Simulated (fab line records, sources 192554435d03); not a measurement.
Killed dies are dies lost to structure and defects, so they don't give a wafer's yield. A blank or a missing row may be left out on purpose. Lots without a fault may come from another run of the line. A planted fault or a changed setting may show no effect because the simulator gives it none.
A struck lot beside a sound one | flow n5_finfet | 44 steps out of a route of 1938
Sound: wafers L580.1, L580.4, L580.6. Struck: wafer L589.2. (L589.6 of the same lot was not struck and is left out.) The cause comes at the end.
At each step with rows: each side's tool, then ch and its chambers, then its first start. Under that, the readings that differ: sound wafers | struck wafers | difference of the means | sigmas: that difference in standard deviations of wafers without a fault.
alike: readings whose means differ by less than 2 such deviations, and words and numbers that are the same on both sides. not compared: withheld readings, readings that some wafer has no value for, bounds like >300 that may hide the same value, and numbers for which the record gives no deviation and whose values overlap.
The two part at a step that has a row with sigmas, a row that says differs or no value, or rows on one side only. Numbers that don't overlap but have no deviation are shown without sigmas and don't part them. A reading that every wafer of one side lacks parts them only if that side has two wafers or more.

first, 4 steps without rows for these wafers: N5_STI_FIN_REVEAL_ALD_14 (deposits Si3N4, target thk 3 nm); N5_STI_FIN_REVEAL_FCVD_FILL_01 (material SiO2 flowable, target thk 312 nm, time 512.2 s); N5_STI_FIN_REVEAL_DENSIFY_02 (time 1800 s); N5_STI_FIN_REVEAL_CMP_04 (polishes, stops on Si3N4, t overpolish 4 s, target thk 131.83 nm).
N5_STI_FIN_REVEAL_THK_MEAS_05:
  sound on film_metro-01, day 4 02:53; struck on film_metro-02, day 6 09:12
  alike: thk_nm
N5_STI_FIN_REVEAL_DENSIFY_30:
  sound on rtp_anneal-02 ch 0, day 4 02:55; struck on rtp_anneal-01 ch 0, day 6 09:16
  alike: lamp_power_pct, lamp_zone_5_pct, lamp_zone_6_pct
  not compared: wafer_temp_C_max
then, 1 step without rows for these wafers: N5_STI_FIN_REVEAL_ETCHBACK_08 (etches SiO2 in C4F6/O2, target depth 30.5 nm, time 10.167 s).
N5_STI_FIN_REVEAL_STRIP_24: strips in N2/H2, time 90 s.
  sound on rie_diel-01 ch 1,3, day 4 03:10; struck on rie_diel-01 ch 0, day 6 09:50
  reading                     | sound       | struck | difference | sigmas
  drypump_motor_current_A (A) | 5.3 5.3 5.4 | 6.4    | +1.1       | +2
  alike: oes_product_au, rf_vpp_V, showerhead_plenum_p_Torr, throttle_valve_pct
  not compared: rf_hours_counter_h
then, 4 steps without rows for these wafers: N5_STI_FIN_REVEAL_PRECLEAN_25 (cleans in SPM, time 90 s); N5_STI_FIN_REVEAL_PRECLEAN_26 (cleans in SC1, time 45 s); N5_STI_FIN_REVEAL_PRECLEAN_29 (cleans in DHF, time 30 s); N5_STI_FIN_REVEAL_SRD_12 (time 30 s).
N5_STI_FIN_REVEAL_RECESS_09: chemistry HF/NH3, target SiO2, afs cycles 11, target depth 42.5 nm, sublimation time 60 s.
  sound on vapor_etch-01 ch 0,1, day 4 03:26; struck on vapor_etch-01 ch 1, day 6 10:02
  alike: drypump_motor_current_A
then, 2 steps without rows for these wafers: N5_STI_FIN_REVEAL_STRIP_16 (strips SiNx in H3PO4, target depth 23.8 nm); N5_STI_FIN_REVEAL_PRECLEAN_17 (cleans in NF3:NH3, afs cycles 1, time 20 s, sublimation time 60 s).
N5_STI_FIN_REVEAL_ETCH_34: etches Si in H2, material Si, target depth 0.97 nm.
  sound on rie_si-01 ch 1,2, day 4 05:31; struck on rie_si-01 ch 0, day 6 12:08
  alike: drypump_motor_current_A, oes_product_au, throttle_valve_pct
  not compared: rf_hours_counter_h
N5_STI_FIN_REVEAL_OXIDATION_31: chemistry O2 PLASMA REMOTE, time 20 s.
  sound on plasma_asher-02 ch 0,1, day 4 05:35; struck on plasma_asher-01 ch 1, day 6 12:11
  alike: drypump_motor_current_A, heater_power_w
  not compared: rf_hours_counter_h
then, 6 steps without rows for these wafers: N5_STI_FIN_REVEAL_PRECLEAN_32 (cleans in NF3:NH3, afs cycles 1, time 20 s, sublimation time 60 s); N5_STI_FIN_REVEAL_STRIP_35 (strips Si3N4 in H3PO4, target depth 4 nm, time 39 s); N5_STI_FIN_REVEAL_SRD_21 (time 30 s); N5_STI_FIN_REVEAL_OXIDATION_33 (chemistry O2 PLASMA REMOTE, time 20 s); N5_STI_FIN_REVEAL_CLEAN_19 (cleans in O3/DIW, time 120 s); N5_STI_FIN_REVEAL_SRD_23 (time 30 s).
N5_STI_FIN_REVEAL_CD_MEAS_22: target cd 6.238 nm, pitch 28 nm.
  sound on cd_sem-03, day 4 06:08; struck on cd_sem-03, day 6 12:43
  alike: cd_nm
N5_STI_FIN_REVEAL_FIN_H_MEAS_10:
  sound on ocd-01, day 4 06:10; struck on ocd-01, day 6 12:44
  reading              | sound          | struck | difference | sigmas
  trench_depth_nm (nm) | 52.4 51.6 52.4 | 56.8   | +4.7       | +6
then, 2 steps without rows for these wafers: N5_STI_FIN_REVEAL_PRECLEAN_18 (cleans in SC2, time 45 s); N5_STI_FIN_REVEAL_SRD_28 (time 30 s).
N5_STI_FIN_REVEAL_INSPECT_13: inspects for defects (darkfield).
  sound on defect_inspect-02, day 4 06:15; struck on defect_inspect-02, day 6 12:50
  alike: raw_defect_count
then, 2 steps without rows for these wafers: N5_DUMMY_GATE_PRECLEAN_00 (cleans in O3/DIW, time 60 s); N5_DUMMY_GATE_SRD_01 (time 30 s).
N5_DUMMY_GATE_ALD_02: deposits SiO2, target thk 2 nm, pulse time 1 s.
  sound on ald_sin-03 ch 0,1, day 4 06:20; struck on ald_sin-03 ch 0, day 6 12:59
  alike: heater_power_w, precursor_pulse_height_rel
  not compared: since_wet_clean_h
then, 4 steps without rows for these wafers: N5_DUMMY_GATE_CVD_03 (deposits a-Si from SiH4, target thk 150 nm, time 8042 s); N5_DUMMY_GATE_PRECLEAN_46 (cleans in DIW, time 89.5 s); N5_DUMMY_GATE_SRD_47 (dry time 32 s); N5_DUMMY_GATE_CMP_04 (polishes a-Si).
N5_DUMMY_GATE_THK_MEAS_05:
  sound on film_metro-01, day 4 10:26; struck on film_metro-02, day 6 17:05
  alike: thk_nm
then, 6 steps without rows for these wafers: N5_DUMMY_GATE_HM_DEP_06 (deposits SiNx from DCS/NH3, target thk 80 nm, time 5141 s); N5_DUMMY_GATE_PECVD_30 (deposits SiO2 from TEOS/O2, target thk 55 nm, time 10.8 s); N5_DUMMY_GATE_COAT_34 (time 60 s, resist thk 60 nm); N5_DUMMY_GATE_COAT_35 (time 60 s, resist thk 10 nm); N5_DUMMY_GATE_COAT_28 (time 60 s, resist thk 10 nm); N5_DUMMY_GATE_COAT_09 (resist thk 30 nm).
-- the record jumps here: 6 days lie between the struck wafers' starts before and after (it left off in module DUMMY_GATE and takes up again in module BEOL_M4, whose first step shown is number 1111 of the route) --
N5_BEOL_M4_RC_MEAS_101:
  sound on prober-01 ch 0, day 10 00:01; struck on prober-01 ch 0, day 12 17:35
  reading        | sound          | struck | difference | sigmas
  IOFF_P (nA/um) | 0.22 0.30 0.30 | 0.16   | -0.11      | -3
  ION_N (uA/um)  | 682 685 687    | 723    | +38        | +3
  VT_P (mV)      | -249 -244 -244 | -257   | -11        | -3
  alike: DIBL_N, DIBL_P, IOFF_N, ION_P, SS_N, SS_P, VT_N
-- the record jumps here: 5 days lie between the struck wafers' starts before and after (it left off in module BEOL_M4 and takes up again in module PASSIVATION, whose first step shown is number 1936 of the route) --
N5_PASSIVATION_PROBE_49:
  the record has rows for the struck wafers here (prober-01, day 17 13:33) and none for the sound ones

WHERE THEY PART
First at N5_STI_FIN_REVEAL_STRIP_24; last, within this record, at N5_PASSIVATION_PROBE_49.

WHY: what the simulator had put in
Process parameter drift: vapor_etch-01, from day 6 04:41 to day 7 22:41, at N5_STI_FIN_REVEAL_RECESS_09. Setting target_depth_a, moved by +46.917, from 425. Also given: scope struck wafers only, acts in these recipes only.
